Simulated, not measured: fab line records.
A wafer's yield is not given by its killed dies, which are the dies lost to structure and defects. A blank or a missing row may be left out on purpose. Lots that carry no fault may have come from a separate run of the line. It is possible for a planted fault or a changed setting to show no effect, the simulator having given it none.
The tool behind it: which one? :: flow nand_harc :: 12 lots, 36 wafers sampled, at 1 step of a route of 1302

WHAT THE GAUGES SHOWED, per wafer
NHARC_A_ONON_D2_INSPECT_32.
lot: L075
measured: day 13 14:19
on: defect_inspect-02
raw_defect_count: 384 294 328

lot: L078
measured: day 14 05:53
on: defect_inspect-02
raw_defect_count: 271 685 303

lot: L079
measured: day 14 13:46
on: defect_inspect-02
raw_defect_count: 283 226 293

lot: L080
measured: day 15 18:38
on: defect_inspect-02
raw_defect_count: 328 385 543

lot: L082
measured: day 16 14:08
on: defect_inspect-02
raw_defect_count: 303 324 453

lot: L086
measured: day 17 10:25
on: defect_inspect-02
raw_defect_count: 321 795 512

lot: L087
measured: day 18 07:00
on: defect_inspect-01
raw_defect_count: 351 208 295

lot: L088
measured: day 19 08:08
on: defect_inspect-01
raw_defect_count: 351 615 801

lot: L091
measured: day 19 18:16
on: defect_inspect-01
raw_defect_count: 374 225 391

lot: L093
measured: day 20 21:51
on: defect_inspect-02
raw_defect_count: 799 389 343

lot: L094
measured: day 21 14:20
on: defect_inspect-01
raw_defect_count: 216 254 364

lot: L097
measured: day 22 20:05
on: defect_inspect-02
raw_defect_count: 399 785 540

WHICH TOOL RAN EACH LOT (tool, then ch and the chambers of the sampled wafers, then the start)
The record shows no process step preceding these readings.

THE ANSWER, worked out from the rows above alone
Rule: the usual values come from the lots themselves. Put in order of their means at a reading, lots are off if they are a third of the lots or fewer, leave a main group of 4 or more, and stand apart from it by a gap of 3 or more times the standard deviation of the main group's means; of several such gaps the widest counts. The tables above print the reading to a certain number of digits; a main group whose means all agree to those digits is not used. A lot without any number at a reading at which 4 lots or more have one is off too. Where the step has rows for the other lots, those lots are counted as sound.
Nothing can be told from this: no lot is off at any reading shown.

WHAT WAS PUT IN BY THE SIMULATOR
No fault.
